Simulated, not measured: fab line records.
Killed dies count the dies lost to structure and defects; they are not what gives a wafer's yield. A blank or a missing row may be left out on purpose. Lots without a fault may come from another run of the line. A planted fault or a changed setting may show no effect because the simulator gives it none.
Which tool did it?    flow nand harc    36 wafers from 12 lots sampled at 2 of the route's 1302 steps

== WHAT THE GAUGES READ, wafer by wafer ==
NHARC_A_SGD_CUT_OVL_MEAS_10.
lot   measured      on          overlay x nm (nm)
L076  day 20 01:08  overlay-02  -2.2 -2.1 -1.4
L077  day 20 03:49  overlay-02  -1.1 -1.0 -1.5
L080  day 20 17:53  overlay-02  -0.2 0.6 -0.2
L084  day 22 21:07  overlay-02  -0.1 0.5 -0.3
L083  day 23 01:56  overlay-01  -0.2 0.8 -0.4
L086  day 23 17:23  overlay-01  0.4 0.5 -0.2
L088  day 24 16:24  overlay-01  0.3 0.0 0.0
L087  day 24 23:40  overlay-02  0.6 1.0 1.1
L090  day 25 19:59  overlay-02  0.7 0.3 0.0
L094  day 26 18:41  overlay-01  -1.3 -1.2 -2.0
L096  day 28 04:39  overlay-01  -0.7 -1.2 -1.2
L095  day 29 01:37  overlay-02  -0.1 -0.3 -0.7

== WHAT TOOL EACH LOT RAN ON (gives the tool, then ch and the chambers of the sampled wafers, and finally the start) ==
lot   NHARC_A_STAIRCASE_ETCHBACK_157
L076  rie diel-11 ch 1,2,3, day 19 23:13
L077  rie diel-11 ch 1,2, day 20 01:59
L080  rie diel-08 ch 0,2,3, day 20 16:14
L084  rie diel-01 ch 0,3, day 22 19:20
L083  rie diel-01 ch 0,1,3, day 23 00:17
L086  rie diel-01 ch 0,1,3, day 23 15:38
L088  rie diel-08 ch 1,3, day 24 14:46
L087  rie diel-08 ch 0,2,3, day 24 21:55
L090  rie diel-11 ch 0,2, day 25 18:08
L094  rie diel-08 ch 1,2,3, day 26 16:32
L096  rie diel-11 ch 0,3, day 28 02:53
L095  rie diel-08 ch 1,2, day 28 23:50
- NHARC_A_STAIRCASE_ETCHBACK_157: etches the open film in CH3F/O2, target depth 90 nm, time 167.14 s.

== THE ANSWER, worked out from the rows above alone ==
Rule: what is usual is taken from the lots themselves. Put in order of their means at a reading, lots are off if they are a third of the lots or fewer, leave a main group of 4 or more, and stand apart from it by a gap of 3 or more times the standard deviation of the main group's means; of several such gaps the widest counts. Not used: any main group whose means are identical at the precision the tables above print for the reading. Also off: a lot with no number at a reading for which 4 or more lots have one. Where the step has rows for the other lots, those lots are counted as sound.
None of the lots is off at any reading shown; this tells nothing.

== WHAT WAS PUT IN BY THE SIMULATOR ==
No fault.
